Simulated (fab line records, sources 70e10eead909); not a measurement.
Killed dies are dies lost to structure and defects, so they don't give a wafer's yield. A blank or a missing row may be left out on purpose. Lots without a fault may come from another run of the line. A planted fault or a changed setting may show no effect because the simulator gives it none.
fab line records | flow nand_harc
record lots=13 wafers=39 last_day=24
route steps=1159 shown A_M0@1017 THIN_TSV@1121 END@1159
lots that met no fault: from a run of the same line without faults
start_h: hours from the record's first day to the start of the lot's first wafer shown | wait_h: hours since the lot's step before | " the same as in the row above | L1.1+2: a row that stands for several wafers | - no value, or no start given | * or withheld: withheld | < > ~ a bound
route shown NAME@n: a module of which the file shows steps, and the number in the route of the first | usual: mean/standard deviation of fault-free wafers | same: alike in all rows | chamber/n: place in a boat | sites: the reading at each site | _std_site: their standard deviation | _edge_site: outer sites' mean less inner sites' | radius_mm: how far each site lies from the wafer's centre | mask NAME#n: copy n | behind: the tool/chamber that last shaped the wafer | hold: why the lot was held/for how many hours/how that ended | device: the transistor (n, p or np) that didn't switch | end of line: the same wafers' tests at the end of the route | a step without rows: its recipe alone | killed: dies lost to structure and defects at the first sort, not the wafer's yield | map: a wafer's dies, x killed, . not, _ none there
set.NAME: the setting as run; set.NAME@STEP: as run at that earlier step | model.NAME: the simulator's own value behind a step, which no gauge read
steps of the route over a sample of lots; a table a step, a row a wafer
services: from which hour (start_h, from the record's first day; less than 0 if before it) a tool's chamber was out of use, for how many hours, and why
## steps
# step NHARC_A_M0_ECD_22
# recipe target_thk_a=4000 bath_temp_c=25 material=Cu
# columns lot.wafer tool chamber start_h wait_h
L397.1+3+6 ecd_cu-02 1,1,0 403.25 -
L396.2+3+5 ecd_cu-02 0,1,0 403.65 -
L399.3+6+5 ecd_cu-02 1,1,0 406.85 -
L400.1+4+5 ecd_cu-02 1,0,1 408.66 -
L401.4+6+5 ecd_cu-02 0,1,0 414.55 -
L398.2+3+4 ecd_cu-01 1,0,1 417.54 -
L402.2+4+5 ecd_cu-02 0,0,1 423.64 -
L403.2+5+6 ecd_cu-02 0,1,0 442.58 -
L404.1+4+5 ecd_cu-02 0,0,1 456.00 -
L416.1+3+6 ecd_cu-01 0 505.47 -
L414.2+1+6 ecd_cu-01 1,0,1 507.84 -
L417.4+6+5 ecd_cu-01 1,1,0 523.03 -
L419.1+2+5 ecd_cu-01 1,0,1 536.06 -
# step NHARC_THIN_TSV_CD_MEAS_16
# usual cd_nm=999.2/2.3
# columns lot.wafer tool chamber start_h wait_h cd_nm
L397.1 cd_sem-01 - 428.59 0.1 998.2
L397.3 " - " " 999.6
L397.6 " - " " 998.2
L396.2 cd_sem-02 - 429.83 0.1 1001.3
L396.3 " - " " 996.8
L396.5 " - " " 1002.6
L400.1 cd_sem-02 - 430.96 0.1 1000.0
L400.4 " - " " 1000.4
L400.5 " - " " 998.7
L399.3 cd_sem-01 - 432.40 0.1 996.3
L399.5 " - " " 998.8
L399.6 " - " " 996.6
L401.4 cd_sem-02 - 441.05 0.1 999.1
L401.5 " - " " 994.6
L401.6 " - " " 995.4
L398.2 cd_sem-03 - 442.12 0.1 1002.7
L398.3 " - " " 1000.8
L398.4 " - " " 999.6
L402.2 cd_sem-01 - 449.15 0.1 1000.9
L402.4 " - " " 1000.0
L402.5 " - " " 1003.7
L403.2 cd_sem-01 - 467.60 0.1 994.5
L403.5 " - " " 995.4
L403.6 " - " " 1000.2
L404.1 cd_sem-01 - 482.25 0.1 1000.3
L404.4 " - " " 1002.4
L404.5 " - " " 998.4
L416.1 cd_sem-02 - 533.99 0.1 1000.3
L416.3 " - " " 1000.3
L416.6 " - " " 1001.0
L414.1 cd_sem-02 - 535.35 0.1 998.7
L414.2 " - " " 994.9
L414.6 " - " " 999.1
L417.4 cd_sem-02 - 546.43 0.1 997.6
L417.5 " - " " 1002.3
L417.6 " - " " 998.8
L419.1 cd_sem-02 - 560.18 0.1 997.6
L419.2 " - " " 1000.1
L419.5 " - " " 999.7
# step NHARC_THIN_TSV_ETCHBACK_48
# recipe target_depth_a=10285 over_etch_frac=0.3 time_s=405.17 ion_energy_ev=250 c4f8_flow_sccm=withheld ar_flow_sccm=withheld rf_w=600 bias_w=300 chemistry=C4F8/Ar
# usual oes_product_au=0.95/0.036 rf_vpp_V=547.4/2.8
# columns lot.wafer tool chamber start_h wait_h oes_product_au rf_hours_counter_h rf_vpp_V
L397.1 rie_diel-06 0 429.88 - 0.97 0 549.5
L397.3 " 2 " " 0.98 1 551.1
L397.6 " 0 " " 0.97 - 550.8
L396.2 rie_diel-03 3 431.40 - 0.96 4 544.9
L396.3 " 2 " " 0.94 4 549.2
L396.5 " 0 " " 0.97 - 549.4
L400.1 rie_diel-03 2 432.23 - 0.91 5 549.4
L400.4 " 3 " " 0.94 5 545.7
L400.5 " 3 " " 0.94 - 545.8
L399.3 rie_diel-06 1 433.78 - 0.99 1 542.5
L399.6 " 2 " " 0.99 - 552.8
L399.5 " 3 " " 1.00 - 544.8
L401.4 rie_diel-06 3 442.46 - 1.02 1 545.4
L401.6 " 0 " " 1.02 - 550.1
L401.5 " 1 " " 1.00 - 542.6
L398.4 rie_diel-06 0 443.42 - 1.01 1 551.4
L398.2 " 1 " " 0.99 2 542.4
L398.3 " 2 " " 0.99 2 552.3
L402.4 rie_diel-06 0 450.45 - 0.98 2 549.7
L402.2 " 2 " " 0.96 2 552.3
L402.5 " 0 " " 0.99 - 551.3
L403.2 rie_diel-03 1 468.89 - 0.93 9 546.8
L403.5 " 1 " " 0.92 - 546.0
L403.6 " 2 " " 0.89 - 549.7
L404.1 rie_diel-04 2 483.56 - 1.00 1 544.7
L404.4 " 3 " " 1.01 1 549.2
L404.5 " 2 " " 1.00 - 546.2
L416.1 rie_diel-03 0 535.35 - 0.91 16 549.0
L416.3 " 1 " " 0.94 17 545.6
L416.6 " 3 " " 0.94 - 545.5
L414.1 rie_diel-06 2 536.67 - 0.91 7 552.8
L414.2 " 0 " " 0.92 9 551.0
L414.6 " 1 " " 0.92 - 543.7
L417.5 rie_diel-06 1 547.84 - 0.91 - 544.4
L417.6 " 3 " " 0.93 - 546.0
L417.4 " 0 " " 0.93 - 551.3
L419.2 rie_diel-06 2 561.52 - 0.91 7 551.2
L419.1 " 0 " " 0.93 10 549.9
L419.5 " 2 " " 0.90 - 550.8
# step NHARC_THIN_TSV_ANNEAL_52
# recipe temp_c=225 time_s=90
# usual wafer_temp_C_max=226.04/0.3
# columns lot.wafer tool chamber start_h wait_h wafer_temp_C_max
L397.1 rtp_anneal-01 0 431.61 0.6 226.32
L397.3 " 0 " " 225.88
L397.6 " 0 " " 226.12
L396.2 rtp_anneal-01 0 433.40 0.9 226.04
L396.3 " 0 " " 225.99
L396.5 " 0 " " 225.93
L400.1 rtp_anneal-02 0 433.97 0.5 226.55
L400.4 " 0 " " 226.44
L400.5 " 0 " " 226.30
L399.3 rtp_anneal-02 0 435.49 0.4 225.85
L399.5 " 0 " " 226.03
L399.6 " 0 " " 226.02
L401.4 rtp_anneal-02 0 444.25 0.6 226.34
L401.5 " 0 " " 226.45
L401.6 " 0 " " 226.05
L398.2 rtp_anneal-02 0 445.19 0.7 226.02
L398.3 " 0 " " 225.96
L398.4 " 0 " " 226.14
L402.2 rtp_anneal-02 0 452.18 0.7 226.06
L402.4 " 0 " " 226.00
L402.5 " 0 " " 226.16
L403.2 rtp_anneal-02 0 470.68 0.6 226.45
L403.5 " 0 " " 225.98
L403.6 " 0 " " 226.21
L404.1 rtp_anneal-01 0 485.25 0.5 225.60
L404.4 " 0 " " 226.01
L404.5 " 0 " " 226.08
L416.1 rtp_anneal-02 0 537.11 0.5 226.67
L416.3 " 0 " " 225.79
L416.6 " 0 " " 226.54
L414.1 rtp_anneal-01 0 538.37 0.5 226.01
L414.2 " 0 " " 225.68
L414.6 " 0 " " 226.25
L417.4 rtp_anneal-02 0 549.65 0.6 226.06
L417.5 " 0 " " 225.96
L417.6 " 0 " " 226.34
L419.1 rtp_anneal-01 0 563.27 0.6 226.13
L419.2 " 0 " " 225.13
L419.5 " 0 " " 225.54
# step NHARC_END_SORT_01
# recipe temp_c=25
# usual defect_limited_yield=95.1/1.5 killed_at_array=29/10 killed_at_other=0.7/1 killed_at_periphery=3.7/2.6 killed_dies=33/10 killed_open=3.4/1.8 killed_short=1.8/1.3 sort_bin_2_pct=1.5/0.64 sort_bin_3_pct=0.29/0.24 sort_bin_4_pct=3.1/0.95 sort_n_pass=644/10 sort_rim_yield_pct=96.9/2.6 sort_yield_pct=95.1/1.5
# same gross_dies=677 sort_bin_5_pct[%]=0 sort_bin_6_pct[%]=0 sort_bin_7_pct[%]=0 sort_bin_8_pct[%]=0 sort_rim_n_gross=106.00
# columns lot.wafer tool chamber start_h wait_h defect_limited_yield[%] killed_at_array killed_at_other killed_at_periphery killed_dies killed_open killed_short sort_bin_2_pct[%] sort_bin_3_pct[%] sort_bin_4_pct[%] sort_n_pass sort_rim_yield_pct[%] sort_yield_pct[%]
L397.1 prober-01 0 447.77 2.5 97.5 13 0 4 17 4 1 0.7 0.15 1.6 660 98.1 97.5
L397.3 prober-01 0 449.36 3.1 97.6 8 5 3 16 3 1 0.7 0.30 1.3 661 99.1 97.6
L397.6 prober-01 0 451.75 4.0 97.0 16 3 1 20 5 1 0.9 0.30 1.8 657 95.3 97.0
L400.1 prober-02 0 448.74 2.5 95.1 30 0 3 33 2 1 1.6 0.15 3.1 644 98.1 95.1
L400.4 prober-02 0 451.10 3.4 96.9 18 0 3 21 4 2 0.9 0.30 1.9 656 98.1 96.9
L400.5 prober-02 0 451.88 3.6 97.0 18 0 2 20 3 2 1.2 0 1.8 657 99.1 97.0
L396.2 prober-01 0 456.41 2.8 95.4 30 0 1 31 1 1 1.5 0.15 3.0 646 91.5 95.4
L396.3 prober-01 0 457.22 3.1 96.5 21 1 2 24 2 0 0.7 0.44 2.4 653 100.0 96.5
L396.5 prober-01 0 458.85 3.8 94.4 33 1 4 38 5 1 1.8 0.44 3.4 639 98.1 94.4
L399.3 prober-02 0 458.03 3.1 96.3 22 1 2 25 4 3 1.0 0.30 2.4 652 97.2 96.3
L399.5 prober-02 0 459.60 3.6 97.2 15 1 3 19 1 1 1.5 0 1.3 658 94.3 97.2
L399.6 prober-02 0 460.39 3.9 95.6 27 1 2 30 2 2 0.9 0 3.5 647 97.2 95.6
L398.2 prober-02 0 465.89 3.7 96.8 20 0 2 22 7 1 1.3 0.15 1.8 655 95.3 96.8
L398.3 prober-02 0 466.69 4.0 96.2 26 0 0 26 4 0 0.9 0 3.0 651 96.2 96.2
L398.4 prober-02 0 467.49 4.3 95.1 31 0 2 33 3 2 0.9 0.44 3.5 644 97.2 95.1
L401.4 prober-01 0 465.94 3.4 97.3 17 0 1 18 1 1 0.7 0.15 1.8 659 100.0 97.3
L401.5 prober-01 0 466.75 3.7 95.6 27 2 1 30 2 1 1.5 0.44 2.5 647 99.1 95.6
L401.6 prober-01 0 467.56 4.0 95.7 21 3 5 29 5 5 1.6 0.15 2.5 648 97.2 95.7
L402.2 prober-01 0 472.19 2.8 95.9 25 0 3 28 3 2 0.7 0.15 3.2 649 100.0 95.9
L402.4 prober-01 0 473.80 3.4 95.7 24 0 5 29 2 1 1.0 0.44 2.8 648 99.1 95.7
L402.5 prober-01 0 474.61 3.7 96.9 18 0 3 21 2 4 0.9 0 2.2 656 95.3 96.9
L403.2 prober-02 0 484.72 2.8 44.0 376 0 3 379 3 0 19.4 4.28 32.3 298 49.1 44.0
L403.5 prober-02 0 487.15 3.7 44.0 375 0 4 379 2 0 19.9 4.43 31.6 298 42.5 44.0
L403.6 prober-02 0 487.95 4.0 44.0 373 0 6 379 4 2 22.3 4.14 29.5 298 46.2 44.0
L404.1 prober-01 0 496.14 2.5 38.3 413 0 5 418 3 1 20.1 5.17 36.5 259 46.2 38.3
L404.4 prober-01 0 498.56 3.4 39.7 407 0 1 408 3 1 18.9 5.17 36.2 269 33.0 39.7
L404.5 prober-01 0 499.37 3.7 40.5 399 1 3 403 0 1 20.5 4.87 34.1 274 45.3 40.5
L416.1 prober-01 0 551.51 2.5 93.6 36 0 7 43 2 3 2.7 0.30 3.4 634 98.1 93.6
L416.3 prober-01 0 553.11 3.1 95.1 30 1 2 33 1 1 1.2 0.30 3.4 644 92.5 95.1
L416.6 prober-01 0 555.50 4.0 93.9 36 0 5 41 3 3 2.5 0.30 3.2 636 98.1 93.9
L414.1 prober-02 0 559.26 2.5 95.6 23 0 7 30 4 2 1.3 0.44 2.7 647 98.1 95.6
L414.2 prober-02 0 560.06 2.8 93.4 36 0 9 45 3 3 1.2 0.89 4.6 632 99.1 93.4
L414.6 prober-02 0 563.26 4.0 93.6 28 0 15 43 6 1 1.9 0.59 3.8 634 98.1 93.6
L417.4 prober-01 0 563.92 3.4 94.2 33 3 3 39 6 1 1.2 0.44 4.1 638 91.5 94.2
L417.5 prober-01 0 564.72 3.7 95.3 28 1 3 32 2 5 1.2 0.15 3.4 645 96.2 95.3
L417.6 prober-01 0 565.51 4.0 95.0 28 1 5 34 3 0 1.6 0.15 3.2 643 96.2 95.0
L419.1 prober-01 0 574.07 2.5 93.1 46 0 1 47 2 1 2.2 1.18 3.5 630 98.1 93.1
L419.2 prober-01 0 574.86 2.8 92.3 49 0 3 52 6 3 2.2 0.15 5.3 625 98.1 92.3
L419.5 prober-01 0 577.25 3.7 93.4 39 0 6 45 5 3 1.2 0.30 5.2 632 94.3 93.4
# killed by level:class
L397.1 A_CONTACT:chamber_film_flake=7 P_M2:geometric_particle:open=2 A_CONTACT:geometric_particle:open=2 A_SOURCE_PLATE:geometric_particle:short=1 P_STI:chamber_film_flake=1 P_GATE:chamber_film_flake=1 A_CHANNEL_HOLE_D1:chamber_film_flake=1 A_STAIRCASE:chamber_film_flake=1
L400.1 A_SLIT:chamber_film_flake=14 A_STAIRCASE:chamber_film_flake=7 A_CHANNEL_HOLE_D1:chamber_film_flake=3 A_CONTACT:chamber_film_flake=3 P_STI:chamber_film_flake=2 P_CONTACT:geometric_particle:short=1 A_CONTACT:geometric_particle:open=1 A_M0:geometric_particle:open=1
L397.3 THIN_TSV:chamber_film_flake=5 A_CHANNEL_HOLE_D1:chamber_film_flake=2 P_CONTACT:geometric_particle:open=1 P_M1:geometric_particle:short=1 A_ONON_D1:geometric_particle:open=1 A_SGD_CUT:geometric_particle:open=1 P_STI:chamber_film_flake=1 A_STAIRCASE:chamber_film_flake=1
L400.4 A_SLIT:chamber_film_flake=6 A_STAIRCASE:chamber_film_flake=5 P_M0:geometric_particle:open=2 A_SOURCE_PLATE:geometric_particle:open=1 A_SGD_CUT:geometric_particle:short=1 A_BLC:geometric_particle:short=1 A_M0:geometric_particle:open=1 P_GATE:chamber_film_flake=1
L397.6 A_CONTACT:chamber_film_flake=5 THIN_TSV:chamber_film_flake=3 A_CHANNEL_HOLE_D1:chamber_film_flake=2 A_STAIRCASE:chamber_film_flake=2 P_GATE:geometric_particle:open=1 A_CHANNEL_FILL_D1:geometric_particle:open=1 A_SGD_CUT:geometric_particle:short=1 A_CONTACT:geometric_particle:open=1
L400.5 A_SLIT:chamber_film_flake=10 A_BLC:chamber_film_flake=3 P_STI:chamber_film_flake=2 A_ONON_D1:geometric_particle:open=1 A_ONON_D1:geometric_particle:short=1 A_CHANNEL_FILL_D1:geometric_particle:open=1 A_CHANNEL_FILL_D1:geometric_particle:short=1 A_CONTACT:geometric_particle:open=1
L396.2 A_CHANNEL_HOLE_D1:chamber_film_flake=16 A_SLIT:chamber_film_flake=8 A_STAIRCASE:chamber_film_flake=2 A_WL_FILL:geometric_particle:short=1 A_WL_FILL:geometric_particle:open=1 P_GATE:chamber_film_flake=1 A_CHANNEL_FILL_D1:chamber_film_flake=1 A_CONTACT:chamber_film_flake=1
L396.3 A_CHANNEL_HOLE_D1:chamber_film_flake=10 A_SLIT:chamber_film_flake=5 A_CONTACT:geometric_particle:open=2 A_CONTACT:chamber_film_flake=2 P_CONTACT:chamber_film_flake=1 P_M0:chamber_film_flake=1 A_CHANNEL_FILL_D1:chamber_film_flake=1 A_STAIRCASE:chamber_film_flake=1
L399.3 A_CHANNEL_HOLE_D1:chamber_film_flake=11 A_STAIRCASE:chamber_film_flake=3 A_WL_FILL:geometric_particle:short=2 P_STI:geometric_particle:open=1 A_CHANNEL_HOLE_D1:geometric_particle:open=1 A_CHANNEL_FILL_D1:geometric_particle:open=1 A_CONTACT:geometric_particle:open=1 A_CONTACT:geometric_particle:short=1
L396.5 A_CHANNEL_HOLE_D1:chamber_film_flake=18 A_SLIT:chamber_film_flake=7 A_CONTACT:chamber_film_flake=4 P_M1:geometric_particle:open=2 P_STI:geometric_particle:open=1 A_ONON_D1:geometric_particle:open=1 A_STAIRCASE:geometric_particle:short=1 A_WL_FILL:geometric_particle:open=1
L399.5 A_CHANNEL_HOLE_D1:chamber_film_flake=9 A_STAIRCASE:chamber_film_flake=3 A_CONTACT:chamber_film_flake=2 P_CONTACT:geometric_particle:short=1 P_M0:geometric_particle:open=1 P_ZERO_WELL:chamber_film_flake=1 A_SLIT:chamber_film_flake=1 THIN_TSV:chamber_film_flake=1
L399.6 A_CHANNEL_HOLE_D1:chamber_film_flake=17 A_STAIRCASE:chamber_film_flake=3 A_CONTACT:chamber_film_flake=2 P_CONTACT:geometric_particle:open=1 A_ONON_D1:geometric_particle:short=1 A_CHANNEL_FILL_D1:geometric_particle:short=1 A_CONTACT:geometric_particle:open=1 P_ZERO_WELL:chamber_film_flake=1
L398.2 A_CHANNEL_HOLE_D1:chamber_film_flake=9 A_ONON_D1:geometric_particle:open=2 A_WL_FILL:chamber_film_flake=2 P_M0:geometric_particle:open=1 P_M1:geometric_particle:open=1 A_WL_FILL:geometric_particle:short=1 A_WL_FILL:geometric_particle:open=1 A_CONTACT:geometric_particle:open=1
L401.4 A_SLIT:chamber_film_flake=6 A_CONTACT:chamber_film_flake=3 A_STAIRCASE:chamber_film_flake=2 A_WL_FILL:chamber_film_flake=2 A_ONON_D1:geometric_particle:open=1 A_SGD_CUT:geometric_particle:short=1 P_ZERO_WELL:chamber_film_flake=1 A_ZERO_WELL:chamber_film_flake=1
L398.3 A_CHANNEL_HOLE_D1:chamber_film_flake=13 A_CHANNEL_FILL_D1:chamber_film_flake=4 A_SGD_CUT:geometric_particle:open=2 A_STAIRCASE:chamber_film_flake=2 A_M0:chamber_film_flake=2 A_CONTACT:geometric_particle:open=1 A_M0:geometric_particle:open=1 A_SLIT:chamber_film_flake=1
L401.5 A_SLIT:chamber_film_flake=13 A_CONTACT:chamber_film_flake=6 A_STAIRCASE:chamber_film_flake=4 A_CHANNEL_HOLE_D1:chamber_film_flake=2 A_SOURCE_PLATE:geometric_particle:open=1 A_CONTACT:geometric_particle:open=1 STARTING-WAFER:geometric_particle:short=1 P_ZERO_WELL:chamber_film_flake=1
L398.4 A_CHANNEL_HOLE_D1:chamber_film_flake=16 A_M0:chamber_film_flake=4 A_CHANNEL_FILL_D1:chamber_film_flake=2 A_WL_FILL:chamber_film_flake=2 P_CONTACT:geometric_particle:open=1 A_WL_FILL:geometric_particle:short=1 A_CONTACT:geometric_particle:short=1 A_CONTACT:geometric_particle:open=1
L401.6 A_SLIT:chamber_film_flake=5 A_CONTACT:chamber_film_flake=4 A_CHANNEL_HOLE_D1:chamber_film_flake=3 A_STAIRCASE:chamber_film_flake=3 A_CONTACT:geometric_particle:open=2 P_GATE:geometric_particle:open=1 P_CONTACT:geometric_particle:short=1 P_M0:geometric_particle:short=1
L402.2 A_SLIT:chamber_film_flake=12 A_STAIRCASE:chamber_film_flake=4 A_CHANNEL_HOLE_D1:chamber_film_flake=3 A_CONTACT:chamber_film_flake=2 P_STI:geometric_particle:short=1 A_ONON_D1:geometric_particle:short=1 A_CHANNEL_HOLE_D1:geometric_particle:open=1 A_WL_FILL:geometric_particle:open=1
L402.4 A_SLIT:chamber_film_flake=13 P_STI:chamber_film_flake=3 A_CHANNEL_HOLE_D1:chamber_film_flake=3 A_STAIRCASE:chamber_film_flake=3 A_CONTACT:chamber_film_flake=2 P_GATE:geometric_particle:open=1 A_CHANNEL_HOLE_D1:geometric_particle:open=1 A_WL_FILL:geometric_particle:short=1
L402.5 A_SLIT:chamber_film_flake=8 A_CHANNEL_HOLE_D1:chamber_film_flake=4 A_CHANNEL_FILL_D1:geometric_particle:short=2 P_GATE:geometric_particle:short=1 A_SOURCE_PLATE:geometric_particle:open=1 A_ONON_D1:geometric_particle:short=1 A_CHANNEL_FILL_D1:geometric_particle:open=1 P_STI:chamber_film_flake=1
L403.2 A_M0:unspecified=368 A_CHANNEL_HOLE_D1:chamber_film_flake=3 P_BONDPAD:chamber_film_flake=2 A_STAIRCASE:chamber_film_flake=2 A_SOURCE_PLATE:geometric_particle:open=1 A_CONTACT:geometric_particle:open=1 A_M0:geometric_particle:open=1 P_STI:chamber_film_flake=1
L403.5 A_M0:unspecified=362 A_CHANNEL_HOLE_D1:chamber_film_flake=8 P_BONDPAD:chamber_film_flake=2 A_M1:chamber_film_flake=2 A_ONON_D1:geometric_particle:open=1 A_CHANNEL_FILL_D1:geometric_particle:open=1 P_ZERO_WELL:chamber_film_flake=1 P_STI:chamber_film_flake=1
L403.6 A_M0:unspecified=352 A_CHANNEL_HOLE_D1:chamber_film_flake=12 P_BONDPAD:chamber_film_flake=6 A_WL_FILL:geometric_particle:open=2 A_CONTACT:chamber_film_flake=2 A_CHANNEL_FILL_D1:geometric_particle:open=1 A_CONTACT:geometric_particle:short=1 A_CONTACT:geometric_particle:open=1
L404.1 A_M0:unspecified=396 A_CHANNEL_HOLE_D1:chamber_film_flake=11 A_STAIRCASE:chamber_film_flake=3 P_ZERO_WELL:chamber_film_flake=2 P_GATE:geometric_particle:open=1 P_CONTACT:geometric_particle:open=1 A_SGD_CUT:geometric_particle:short=1 A_CONTACT:geometric_particle:open=1
L404.4 A_M0:unspecified=384 A_CHANNEL_HOLE_D1:chamber_film_flake=18 A_ONON_D1:geometric_particle:short=1 A_STAIRCASE:geometric_particle:open=1 A_SGD_CUT:geometric_particle:open=1 A_M0:geometric_particle:open=1 P_ZERO_WELL:chamber_film_flake=1 A_STAIRCASE:chamber_film_flake=1
L404.5 A_M0:unspecified=380 A_CHANNEL_HOLE_D1:chamber_film_flake=13 A_STAIRCASE:chamber_film_flake=3 P_ZERO_WELL:chamber_film_flake=2 A_SGD_CUT:geometric_particle:short=1 P_GATE:chamber_film_flake=1 A_SLIT:chamber_film_flake=1 A_CONTACT:chamber_film_flake=1
L416.1 A_CHANNEL_HOLE_D1:chamber_film_flake=16 A_STAIRCASE:chamber_film_flake=8 A_CONTACT:chamber_film_flake=6 P_STI:chamber_film_flake=2 P_GATE:chamber_film_flake=2 A_SLIT:chamber_film_flake=2 P_M0:geometric_particle:short=1 P_M1:geometric_particle:open=1
L416.3 A_CHANNEL_HOLE_D1:chamber_film_flake=16 A_CONTACT:chamber_film_flake=9 A_STAIRCASE:chamber_film_flake=5 P_CONTACT:geometric_particle:open=1 STARTING-WAFER:geometric_particle:short=1 P_STI:chamber_film_flake=1
L416.6 A_CHANNEL_HOLE_D1:chamber_film_flake=21 A_CONTACT:chamber_film_flake=7 A_STAIRCASE:chamber_film_flake=3 P_CONTACT:chamber_film_flake=2 A_CONTACT:geometric_particle:open=2 P_M0:geometric_particle:open=1 A_SGD_CUT:geometric_particle:short=1 A_M0:geometric_particle:short=1
L414.1 A_SLIT:chamber_film_flake=9 A_CHANNEL_HOLE_D1:chamber_film_flake=7 P_GATE:chamber_film_flake=2 A_SGD_CUT:chamber_film_flake=2 A_CONTACT:chamber_film_flake=2 P_CONTACT:geometric_particle:open=1 P_M0:geometric_particle:open=1 P_M1:geometric_particle:open=1
L414.2 A_SLIT:chamber_film_flake=14 A_CONTACT:chamber_film_flake=9 A_CHANNEL_HOLE_D1:chamber_film_flake=7 P_STI:chamber_film_flake=4 A_M1:geometric_particle:short=2 P_GATE:chamber_film_flake=2 P_CONTACT:chamber_film_flake=2 P_M1:geometric_particle:open=1
L414.6 A_SLIT:chamber_film_flake=16 P_ZERO_WELL:chamber_film_flake=5 P_STI:chamber_film_flake=4 A_CONTACT:chamber_film_flake=4 A_CHANNEL_HOLE_D1:chamber_film_flake=3 P_CONTACT:geometric_particle:open=2 P_CONTACT:chamber_film_flake=2 P_M2:geometric_particle:open=1
L417.4 A_CHANNEL_HOLE_D1:chamber_film_flake=18 A_CONTACT:chamber_film_flake=6 A_CONTACT:geometric_particle:open=3 THIN_TSV:chamber_film_flake=3 A_SLIT:chamber_film_flake=2 P_CONTACT:geometric_particle:open=1 A_CHANNEL_HOLE_D1:geometric_particle:open=1 A_SGD_CUT:geometric_particle:open=1
L417.5 A_CHANNEL_HOLE_D1:chamber_film_flake=19 A_CONTACT:chamber_film_flake=4 P_M0:geometric_particle:open=1 A_CHANNEL_FILL_D1:geometric_particle:short=1 A_SGD_CUT:geometric_particle:short=1 A_CONTACT:geometric_particle:short=1 A_M0:geometric_particle:short=1 A_M0:geometric_particle:open=1
L417.6 A_CHANNEL_HOLE_D1:chamber_film_flake=21 A_CONTACT:chamber_film_flake=4 P_ZERO_WELL:chamber_film_flake=2 P_M0:geometric_particle:open=1 A_ONON_D1:geometric_particle:open=1 A_CHANNEL_FILL_D1:geometric_particle:open=1 P_GATE:chamber_film_flake=1 P_M0:chamber_film_flake=1
L419.1 A_SLIT:chamber_film_flake=25 A_CHANNEL_HOLE_D1:chamber_film_flake=8 A_CONTACT:chamber_film_flake=8 A_CONTACT:geometric_particle:open=2 A_WL_FILL:chamber_film_flake=2 A_CHANNEL_HOLE_D1:geometric_particle:short=1 P_GATE:chamber_film_flake=1
L419.2 A_SLIT:chamber_film_flake=20 A_CHANNEL_HOLE_D1:chamber_film_flake=12 A_CONTACT:chamber_film_flake=9 P_CONTACT:geometric_particle:open=3 A_WL_FILL:chamber_film_flake=2 A_ONON_D1:geometric_particle:short=1 A_CHANNEL_HOLE_D1:geometric_particle:short=1 A_CHANNEL_FILL_D1:geometric_particle:open=1
L419.5 A_SLIT:chamber_film_flake=22 A_CHANNEL_HOLE_D1:chamber_film_flake=6 A_CONTACT:chamber_film_flake=5 P_STI:chamber_film_flake=4 P_CONTACT:geometric_particle:open=2 A_CHANNEL_FILL_D1:geometric_particle:open=1 A_CHANNEL_FILL_D1:geometric_particle:short=1 A_SGD_CUT:geometric_particle:open=1
## services
# columns tool chamber start_h hours kind
rie_diel-04 2 384.16 13.6 repair
rie_diel-03 0 387.72 3.5 repair
rie_diel-03 - 392.44 9.0 pm
rie_diel-06 0 397.20 - clean
rie_diel-06 1 397.20 - clean
rie_diel-06 2 397.20 - clean
rie_diel-06 3 397.20 - clean
rie_diel-04 2 407.51 9.3 repair
rie_diel-06 - 418.39 9.0 pm
rie_diel-06 0 418.39 9.0 vent_cycle
rie_diel-06 1 418.39 9.0 vent_cycle
rie_diel-06 2 418.39 9.0 vent_cycle
rie_diel-06 3 418.39 9.0 vent_cycle
rie_diel-04 3 443.74 6.8 repair
ecd_cu-01 - 448.14 8.0 pm
ecd_cu-02 - 465.54 4.0 repair
rie_diel-04 - 465.92 9.0 pm
rie_diel-06 2 505.68 22.6 repair
rie_diel-04 1 528.31 2.9 repair
rie_diel-04 3 530.29 13.1 repair
ecd_cu-02 - 532.23 8.0 pm
rie_diel-06 2 543.80 7.0 repair
ecd_cu-02 - 546.99 2.1 repair
rie_diel-06 3 557.89 4.5 repair
## key
first_sign step=NHARC_END_SORT_01 reading=killed_at_array direction=up sigmas=36 usual=29 struck=390
effect step=NHARC_END_SORT_01 reading=killed_dies direction=up sigmas=36 usual=33 struck=394
more_kills_born_at NHARC_A_M0_ECD_22@ecd_cu-02=2242
met_at NHARC_A_M0_ECD_22
struck_lots L403,L404
not_acting_at NHARC_THIN_TSV_CD_MEAS_16,NHARC_THIN_TSV_ETCHBACK_48,NHARC_THIN_TSV_ANNEAL_52
onset_between 423.64 442.58
fault kind=chamber_particle_source tool=ecd_cu-02 chamber=- onset_h=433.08 steps=NHARC_A_M0_ECD_22 rate_per_visit_cm2=0.91951 end_h=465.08
